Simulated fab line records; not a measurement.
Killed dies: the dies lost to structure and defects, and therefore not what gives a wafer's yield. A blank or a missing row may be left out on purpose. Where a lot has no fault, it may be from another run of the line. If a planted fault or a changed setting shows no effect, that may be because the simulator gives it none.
Split-lot study :: flow n5-finfet :: route with 1938 steps; 7 lots, 21 wafers read

## THE SPLIT
At N5_SDB_EXPOSE_08 (exposes mask SDB), the setting dose-mj was moved away from the recipe's 49.6 on 9 of the 21 wafers read, by -6.0% to +5.4%. This setting was run at the recipe's value on the other wafers.

## FROM THE SPLIT TO THE READING: what the file shows between them, 2 steps
- N5_SDB_PEB_09: peb time 60 s
- N5_SDB_DEVELOP_10: develop time 30 s

## THE READING
cd-nm (nm) at N5_SDB_CD_MEAS_11, where the cd target is 50 nm. On this fab line, fault-free wafers typically give 50.4 nm with a standard deviation of 0.87 nm.

wafer: L075.3
tool, chamber at the split: arfi-scanner-01, 0
dose-mj as run: 52.13
against the recipe: +5.1%
cd-nm, nm: 55.4
against lot-mates on the recipe: +4.4

wafer: L075.4
tool, chamber at the split: arfi-scanner-01, 0
dose-mj as run: 52.13
against the recipe: +5.1%
cd-nm, nm: 56.6
against lot-mates on the recipe: +5.6

wafer: L075.6
tool, chamber at the split: arfi-scanner-01, 0
dose-mj as run: 49.6
against the recipe: recipe
cd-nm, nm: 51.0
against lot-mates on the recipe: -

wafer: L081.2
tool, chamber at the split: arfi-scanner-02, 0
dose-mj as run: 52.28
against the recipe: +5.4%
cd-nm, nm: 56.3
against lot-mates on the recipe: +5.2

wafer: L081.3
tool, chamber at the split: arfi-scanner-02, 0
dose-mj as run: 52.28
against the recipe: +5.4%
cd-nm, nm: 55.6
against lot-mates on the recipe: +4.5

wafer: L081.4
tool, chamber at the split: arfi-scanner-02, 0
dose-mj as run: 49.6
against the recipe: recipe
cd-nm, nm: 51.1
against lot-mates on the recipe: -

wafer: L083.2
tool, chamber at the split: arfi-scanner-02, 0
dose-mj as run: 49.6
against the recipe: recipe
cd-nm, nm: 51.7
against lot-mates on the recipe: -

wafer: L083.3
tool, chamber at the split: arfi-scanner-02, 0
dose-mj as run: 51.8
against the recipe: +4.4%
cd-nm, nm: 57.0
against lot-mates on the recipe: +5.3

wafer: L083.5
tool, chamber at the split: arfi-scanner-02, 0
dose-mj as run: 51.8
against the recipe: +4.4%
cd-nm, nm: 55.5
against lot-mates on the recipe: +3.8

wafer: L087.1
tool, chamber at the split: arfi-scanner-01, 0
dose-mj as run: 49.6
against the recipe: recipe
cd-nm, nm: 49.0
against lot-mates on the recipe: -

wafer: L087.2
tool, chamber at the split: arfi-scanner-01, 0
dose-mj as run: 49.6
against the recipe: recipe
cd-nm, nm: 50.2
against lot-mates on the recipe: -

wafer: L087.5
tool, chamber at the split: arfi-scanner-01, 0
dose-mj as run: 49.6
against the recipe: recipe
cd-nm, nm: 49.7
against lot-mates on the recipe: -

wafer: L089.2
tool, chamber at the split: arfi-scanner-03, 0
dose-mj as run: 49.6
against the recipe: recipe
cd-nm, nm: 50.5
against lot-mates on the recipe: -

wafer: L089.3
tool, chamber at the split: arfi-scanner-03, 0
dose-mj as run: 49.6
against the recipe: recipe
cd-nm, nm: 50.2
against lot-mates on the recipe: -

wafer: L089.4
tool, chamber at the split: arfi-scanner-03, 0
dose-mj as run: 49.6
against the recipe: recipe
cd-nm, nm: 50.0
against lot-mates on the recipe: -

wafer: L091.3
tool, chamber at the split: arfi-scanner-01, 0
dose-mj as run: 48.52
against the recipe: -2.2%
cd-nm, nm: 48.3
against lot-mates on the recipe: -3.1

wafer: L091.5
tool, chamber at the split: arfi-scanner-01, 0
dose-mj as run: 49.6
against the recipe: recipe
cd-nm, nm: 51.4
against lot-mates on the recipe: -

wafer: L091.6
tool, chamber at the split: arfi-scanner-01, 0
dose-mj as run: 48.52
against the recipe: -2.2%
cd-nm, nm: 48.8
against lot-mates on the recipe: -2.6

wafer: L097.3
tool, chamber at the split: arfi-scanner-02, 0
dose-mj as run: 46.61
against the recipe: -6.0%
cd-nm, nm: 43.0
against lot-mates on the recipe: -6.8

wafer: L097.4
tool, chamber at the split: arfi-scanner-02, 0
dose-mj as run: 49.6
against the recipe: recipe
cd-nm, nm: 49.7
against lot-mates on the recipe: -

wafer: L097.5
tool, chamber at the split: arfi-scanner-02, 0
dose-mj as run: 49.6
against the recipe: recipe
cd-nm, nm: 49.9
against lot-mates on the recipe: -

FIT RESULTS
A straight line over all 21 wafers: cd-nm changes by +1.13 nm for each +1% of dose-mj; r = +0.97; the points scatter about the line by 0.81 nm.
The same after taking each lot's own level away (the mean of its wafers on the recipe; 21 wafers): +1.03 nm for each +1%; r = +0.99; scatter 0.49 nm.
Per that fit: largest dose-mj move, reading shift of 6.2 nm.
From 49.63 to 51.70 nm: that is the span of the lots' own levels, equal to 2.4 times the standard deviation above.
So the lot-to-lot level changes the slope: the two fits differ.
Check: -6.15 nm against its lot-mates is what the line predicts for one of the wafers moved furthest among these (-6.0%) when that wafer is left out of the fit. It came out at -6.8 nm against them.

## OTHER SPLITS ON THESE WAFERS
Before the reading, these wafers also passed through other splits. Each is held against what the fit with the lots' levels taken away leaves over:
other split on the same wafers: N5_SD_ACTIVATION_LSA_01 temp-c
wafers away from the commonest value: 6
r with cd-nm (lot level and that fit taken away): +0.19

## FILE'S OWN FIT
cd-nm changes by +1.03 nm for each +1% of dose-mj, r = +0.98.
